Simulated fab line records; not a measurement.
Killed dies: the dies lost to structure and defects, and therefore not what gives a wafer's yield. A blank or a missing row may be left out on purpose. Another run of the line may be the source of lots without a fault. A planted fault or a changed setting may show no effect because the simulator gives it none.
Matching of chambers    flow nand harc    NHARC_A_WL_FILL_ETCHBACK_26 on rie si-01 has 4 sister chambers
The step etches the open film in HBr, target depth 52 nm, time 13.3 s. 8 wafers are shown with their chamber, then 11 later ones without.

== WAFERS, EACH WITH ITS CHAMBER ==
wafer   chamber  drypump motor current A (A)  oes product au (a.u.)
L078.4  2        5.5                          0.990
L084.2  2        5.5                          1.012
L084.5  0        5.5                          1.007
L085.6  3        4.9                          1.004
L087.1  0        5.4                          1.004
L087.3  1        5.0                          0.987
L087.4  3        4.8                          1.008
L092.4  1        5.0                          0.995

== WAFERS WHOSE CHAMBER IS MISSING ==
wafer   drypump motor current A (A)  oes product au (a.u.)
L092.5  5.0                          0.990
L092.6  5.4                          0.994
L091.1  5.5                          0.997
L091.3  4.9                          1.012
L091.4  5.0                          0.996
L096.3  5.5                          0.996
L096.4  5.0                          0.990
L096.6  5.5                          1.001
L097.1  5.5                          0.986
L097.2  5.0                          0.988
L097.4  5.5                          0.987

== THE CHAMBER EACH PASSED THROUGH ==
wafer   from the rows above      in truth
L092.5  1                        1
L092.6  can't be placed: 0 or 2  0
L091.1  can't be placed: 2 or 0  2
L091.3  can't be placed: 3 or 1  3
L091.4  1                        1
L096.3  can't be placed: 2 or 0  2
L096.4  1                        1
L096.6  can't be placed: 2 or 0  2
L097.1  can't be placed: 2 or 0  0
L097.2  1                        1
L097.4  can't be placed: 2 or 0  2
Placed correctly: 4 of 11. From these rows, 7 cannot be placed; in 7 the true chamber is one of the candidates. 0 placed wrongly.
How it was worked out, from the rows above alone: a wafer's distance from a chamber is the root of the sum, over the readings, of the square of ((its reading less the chamber's mean) divided by the reading's scatter). The wafer belongs to the nearest chamber; if the next one is less than 2 further off, it can't be placed. For every chamber, the mean is computed from those of its wafers that are shown. The scatter: take each reading less its chamber's mean, square it, sum over the shown wafers, divide by the number of wafers less the number of chambers, and take the root.
